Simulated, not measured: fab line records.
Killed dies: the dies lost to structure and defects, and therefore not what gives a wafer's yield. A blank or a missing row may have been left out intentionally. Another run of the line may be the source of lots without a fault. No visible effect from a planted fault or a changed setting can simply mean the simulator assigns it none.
Chamber matching -- flow nand harc -- rie diel-11 running NHARC_A_STAIRCASE_STRIP_476: 4 sister chambers
The step strips in O2, time 20 s. 18 wafers are shown with their chamber, then 9 later ones without.

WAFERS, EACH WITH ITS CHAMBER
wafer,chamber,drypump motor current A (A),showerhead plenum p Torr (Torr),oes product au (a.u.)
L075.2,3,5.9,3.49,0.999
L075.4,0,6.1,3.57,0.999
L075.5,3,5.9,3.49,0.996
L074.2,3,5.9,3.49,1.006
L074.4,2,6.5,3.58,0.993
L074.5,1,5.2,3.33,0.974
L079.4,0,6.1,3.56,0.992
L079.5,1,5.2,3.32,0.974
L079.6,2,6.5,3.57,0.985
L080.3,2,6.5,3.57,0.990
L080.4,3,5.9,3.48,0.997
L080.5,1,5.2,3.32,0.973
L081.2,0,6.0,3.56,0.999
L081.3,1,5.2,3.32,0.985
L081.5,1,5.2,3.32,0.979
L085.1,1,5.2,3.32,0.975
L085.2,2,6.5,3.57,0.988
L085.6,0,6.1,3.56,0.996

SIGNATURES (means of the wafers above)
reading,chamber 0,chamber 1,chamber 2,chamber 3,scatter within a chamber
drypump motor current A,6.075,5.200,6.500,5.900,0.0231
showerhead plenum p Torr,3.5625,3.3217,3.5725,3.4875,0.00469
oes product au,0.99650,0.97667,0.98900,0.99950,0.00408
Rule: distance of a wafer from a chamber = root of the sum over the readings of ((wafer's reading minus chamber's mean) / reading's scatter) squared. If the next closest chamber is less than 2 further off than the closest, the wafer can't be placed; otherwise it belongs to the closest. The scatter: the root of (the sum of the squares of (reading less its chamber's mean) over the shown wafers, divided by (wafers less chambers)).

WAFERS WITH NO CHAMBER GIVEN
wafer,drypump motor current A (A),showerhead plenum p Torr (Torr),oes product au (a.u.)
L094.2,6.1,3.54,0.994
L094.3,5.9,3.46,0.995
L094.4,6.5,3.55,0.997
L095.2,5.9,3.46,0.983
L095.4,6.5,3.55,0.999
L095.5,5.2,3.31,1.004
L096.1,5.9,3.46,0.988
L096.3,6.1,3.54,0.984
L096.4,5.2,3.31,1.008

WHICH CHAMBER EACH ONE RAN IN
wafer,from the rows above,in truth
L094.2,0,0
L094.3,3,3
L094.4,2,2
L095.2,3,3
L095.4,2,2
L095.5,1,1
L096.1,3,3
L096.3,0,0
L096.4,1,1
9 of 9 placed correctly. From these rows, 0 cannot be placed. Placed wrongly: 0.
